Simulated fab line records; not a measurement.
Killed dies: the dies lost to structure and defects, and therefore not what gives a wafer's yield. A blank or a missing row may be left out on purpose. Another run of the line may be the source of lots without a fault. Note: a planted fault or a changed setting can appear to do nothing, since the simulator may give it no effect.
3 desks looking at one fault / flow nand harc / numbers are kept per desk, each desk with only its own; the story behind them comes last

## THE METROLOGY DESK
What the gauges read, lot by lot, whatever tool the lot ran on: means of the sampled wafers that have a number. If a lot's mean is further than 4 standard deviations from the usual mean, the lot is out of limits and carries the mark OUT (the distance appears in the brackets).
Columns: A = overlay x nm at NHARC_A_SGD_CUT_OVL_MEAS_10, usual 0.0 nm; B = overlay y nm at NHARC_A_SGD_CUT_OVL_MEAS_10, usual 0.2 nm
lot=L140; first seen here=day 13 15:49; A=0.0; B=-0.4
lot=L139; first seen here=day 13 16:13; A=-0.4; B=-1.2
lot=L142; first seen here=day 14 09:49; A=-0.5; B=-0.6
lot=L145; first seen here=day 15 09:06; A=-1.3; B=0.8
lot=L148; first seen here=day 15 21:00; A=0.6; B=-0.1
lot=L149; first seen here=day 16 07:22; A=-0.1; B=0.9
lot=L150; first seen here=day 16 23:58; A=0.2; B=0.1
lot=L152; first seen here=day 17 00:08; A=1.1; B=0.6
lot=L151; first seen here=day 17 00:20; A=0.2; B=-0.2
lot=L154; first seen here=day 17 22:23; A=0.1; B=1.2
lot=L153; first seen here=day 17 22:32; A=-0.8; B=0.6
lot=L161; first seen here=day 19 02:25; A=0.6; B=-1.1
lot=L162; first seen here=day 19 16:27; A=1.0; B=0.0
Result from this desk: across the 13 lots, nothing is out of limits.

## THE TOOL OWNER'S DESK: rie diel-06
The tool's own readings at NHARC_A_SGD_CUT_ETCH_16 (etches the open film in C4F8/O2/Ar, target depth 310.5 nm, time 155.2 s): means of the sampled wafers that have a number, for each lot that ran on this tool. If a lot's mean is further than 4 standard deviations from the usual mean, the lot is out of limits and carries the mark OUT (the distance appears in the brackets).
Columns: A = oes product au at NHARC_A_SGD_CUT_ETCH_16, usual 0.975 a.u.; B = rf vpp V at NHARC_A_SGD_CUT_ETCH_16, usual 724 V
lot=L140; first seen here=day 13 16:29; A=0.975; B=726
lot=L148; first seen here=day 15 21:40; A=0.974; B=720
lot=L149; first seen here=day 16 08:03; A=0.972; B=723
lot=L150; first seen here=day 17 00:47; A=0.991; B=724
lot=L151; first seen here=day 17 01:02; A=0.984; B=722
lot=L154; first seen here=day 17 23:14; A=1.040 (+4.1) OUT; B=723
lot=L153; first seen here=day 17 23:27; A=0.999; B=729
This desk finds L154 out of limits, L154 being first, at day 17 23:14 (oes product au at NHARC_A_SGD_CUT_ETCH_16). L140, L148, L149, L150, L151, L153: within limits.

## THE DEFECT DESK
What the inspections along the route counted, lot by lot: means of the sampled wafers that have a number. If a lot's mean is further than 4 standard deviations from the usual mean, the lot is out of limits and carries the mark OUT (the distance appears in the brackets).
Columns: A = raw defect count at NHARC_A_STAIRCASE_INSPECT_155, usual 318
lot=L140; first seen here=day 13 14:53; A=225
lot=L139; first seen here=day 13 15:20; A=342
lot=L142; first seen here=day 14 08:56; A=275
lot=L145; first seen here=day 15 07:59; A=394
lot=L148; first seen here=day 15 20:07; A=273
lot=L149; first seen here=day 16 06:37; A=253
lot=L150; first seen here=day 16 22:59; A=254
lot=L152; first seen here=day 16 23:04; A=319
lot=L151; first seen here=day 16 23:23; A=414
lot=L154; first seen here=day 17 21:29; A=287
lot=L153; first seen here=day 17 21:35; A=361
lot=L161; first seen here=day 19 01:40; A=279
lot=L162; first seen here=day 19 15:37; A=351
Result from this desk: across the 13 lots, nothing is out of limits.

## ALL TOGETHER
The tool owner's desk had the chance to raise an alarm at day 17 23:14 on L154.
At the metrology desk, nothing out of limits was observed.
Nothing out of limits was seen by the defect desk.
The metrology desk has L154 on record, within its limits.
The defect desk has L154 on record, within its limits.
On rie diel-06, each named lot ran NHARC_A_SGD_CUT_ETCH_16.

## WHAT THE SIMULATOR HAD PUT IN
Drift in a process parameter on rie diel-06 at NHARC_A_SGD_CUT_ETCH_16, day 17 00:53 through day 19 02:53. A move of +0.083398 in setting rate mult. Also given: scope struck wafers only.
Struck lots among those shown: L154.
Delay in hours, fault start to first out-of-limits reading, by desk: the tool owner's desk at 22.
